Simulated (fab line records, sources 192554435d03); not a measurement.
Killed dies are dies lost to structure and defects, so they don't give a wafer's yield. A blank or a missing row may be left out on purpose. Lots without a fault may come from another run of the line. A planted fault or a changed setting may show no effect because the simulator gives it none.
Chamber matching | flow n5_finfet | N5_FIN_SAQP_SPACER2_ALD_28 on ald_sin-01: 4 sister chambers
The step deposits SiO2, target thk 8.1 nm, pulse time 1 s, purge time 2 s. 18 wafers are shown with their chamber, then 9 later ones without.

WAFERS WITH THEIR CHAMBER
wafer  | chamber | heater_power_w (W) | precursor_pulse_height_rel
L080.1 | 1       | 389                | 0.990
L080.3 | 0       | 400                | 1.029
L080.4 | 2       | 552                | 0.968
L081.1 | 2       | 532                | 0.987
L081.3 | 1       | 396                | 1.007
L081.5 | 2       | 541                | 0.991
L083.1 | 3       | 535                | 0.989
L083.5 | 0       | 402                | 1.005
L083.6 | 1       | 393                | 0.994
L088.2 | 2       | 522                | 1.034
L088.3 | 0       | 408                | 1.019
L088.5 | 2       | 522                | 0.995
L090.3 | 1       | 388                | 1.039
L090.4 | 0       | 403                | 1.010
L090.6 | 0       | 414                | 1.007
L091.1 | 1       | 381                | 1.034
L091.3 | 0       | 411                | 0.997
L091.4 | 1       | 391                | 1.020

SIGNATURES (means of the wafers above)
reading                    | chamber 0 | chamber 1 | chamber 2 | chamber 3 | scatter within a chamber
heater_power_w             | 406.33    | 389.67    | 533.80    | 535.00    | 8.24
precursor_pulse_height_rel | 1.01117   | 1.01400   | 0.99500   | 0.98900   | 0.019
Rule: a wafer's distance from a chamber is the root of the sum, over the readings, of the square of ((its reading less the chamber's mean) divided by the reading's scatter). The wafer belongs to the nearest chamber; if the next one is less than 2 further off, it can't be placed. The scatter: the root of (the sum of the squares of (reading less its chamber's mean) over the shown wafers, divided by (wafers less chambers)).

WAFERS WITHOUT THEIR CHAMBER
wafer  | heater_power_w (W) | precursor_pulse_height_rel
L092.2 | 411                | 0.984
L092.4 | 526                | 1.007
L092.6 | 418                | 1.040
L095.1 | 415                | 1.000
L095.3 | 528                | 1.015
L095.4 | 383                | 1.006
L097.1 | 391                | 1.017
L097.2 | 402                | 0.995
L097.6 | 501                | 1.000

WHICH CHAMBER EACH WENT THROUGH
wafer  | from the rows above     | in truth
L092.2 | can't be placed: 0 or 1 | 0
L092.4 | can't be placed: 2 or 3 | 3
L092.6 | can't be placed: 0 or 1 | 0
L095.1 | can't be placed: 0 or 1 | 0
L095.3 | can't be placed: 2 or 3 | 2
L095.4 | can't be placed: 1 or 0 | 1
L097.1 | can't be placed: 1 or 0 | 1
L097.2 | can't be placed: 0 or 1 | 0
L097.6 | can't be placed: 2 or 3 | 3
Placed correctly: 0 of 9. Can't be placed from these rows: 9 (the true chamber is among the candidates in 9). Placed wrongly: 0.
